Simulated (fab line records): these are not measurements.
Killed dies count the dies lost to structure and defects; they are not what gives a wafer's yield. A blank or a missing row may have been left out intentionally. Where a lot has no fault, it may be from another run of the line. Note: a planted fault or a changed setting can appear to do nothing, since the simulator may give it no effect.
8D (eight disciplines) problem report, filled in by code | flow n5 finfet | the parts of the form that need people (team, actions taken, sign-off) are left out

## 1. PROBLEM STATEMENT
Mean of bias w at N5_BEOL_M0_SAQP_ETCH_107: 87.92 W across 6 wafers in 2 lots; on wafers with no fault it is 72.99 W (standard deviation 0.22). Relative to the usual mean, that is a shift of +68 standard deviations.
The step: etches SiNx in CH3F/O2, target depth 30 nm.
Earliest sighting: wafer L661.1 on rie diel-02 at day 11 01:22. At this step, 17 wafers from 6 lots have a number in the record. Rule for "out" (also "out of limits"): further than 4 standard deviations from the usual mean. The other wafers with a number count as sound.

## 2. WHAT IT IS; WHAT IT IS NOT
question                    | is                     | is not
which readings at this step | bias w, rf vpp V       | drypump motor current A, showerhead plenum p Torr, throttle valve pct
which lots                  | L661, L662             | L646, L650, L651, L653
which wafers of those lots  | all that have a number | -
read on which tools         | rie diel-02            | rie diel-06
when                        | from day 11 01:22      | up to then (11 sound wafers)

## 3. WHAT RULES OUT EACH SUSPECT
Counting: a tool at any process step up to the reading remains a suspect when it ran all the lots that are out and ran no sound lot after the first of those.
- vapor etch-01 at N5_BEOL_M0_SAQP_RECESS_104 (chemistry HF/NH3, target SiO2, target depth 18 nm, afs cycles 3, sublimation time 60 s): kept. All lots that are out passed through it, beginning with L661 at day 11 00:51, and no sound lot followed; its final sound lot before that point was L653 at day 9 03:13.
- rie diel-02 at N5_BEOL_M0_SAQP_ETCH_107 (etches SiNx in CH3F/O2, target depth 30 nm): kept. All lots that are out passed through it, beginning with L661 at day 11 01:22, and no sound lot followed; its final sound lot before that point was L653 at day 9 03:53. On those wafers its own readings are out: bias w, rf vpp V.
The count leaves rie diel-02 at N5_BEOL_M0_SAQP_ETCH_107 and vapor etch-01 at N5_BEOL_M0_SAQP_RECESS_104.

## 4. THE CAUSE (what the simulator had put in)
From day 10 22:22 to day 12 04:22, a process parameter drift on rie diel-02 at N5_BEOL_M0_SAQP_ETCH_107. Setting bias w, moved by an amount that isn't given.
2 suspects survive the count, and this tool is in that group.

## 5. SEQUENCE OF EFFECTS, ordered by route
Rows list readings where the struck wafers' mean (over those with a number) sits beyond 3 standard deviations from the usual. Readings are gone through only where the record gives a usual standard deviation; hours: the median, over the lots, of the time from a lot's start at the first step in this table giving one to that lot's start at this step; sigmas: the change measured in usual standard deviations.
hours | step                     | reading  | usual   | on struck wafers | change | sigmas
0     | N5_BEOL_M0_SAQP_ETCH_107 | bias w   | 72.99 W | 87.92            | +14.93 | +68
0     | N5_BEOL_M0_SAQP_ETCH_107 | rf vpp V | 292 V   | 343              | +51    | +8.7
Its process steps:
- N5_BEOL_M0_SAQP_ETCH_107: etches SiNx in CH3F/O2, target depth 30 nm.
At these later measuring or inspecting steps, every struck wafer for which the step has a row has a number for every such reading, and none has moved that far: N5_BEOL_M4_RC_MEAS_101.

## 6. HOW IT WOULD HAVE BEEN CAUGHT EARLIER
First out-of-limits reading in this record: day 11 01:22, which is 3 hours after fault onset at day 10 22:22.
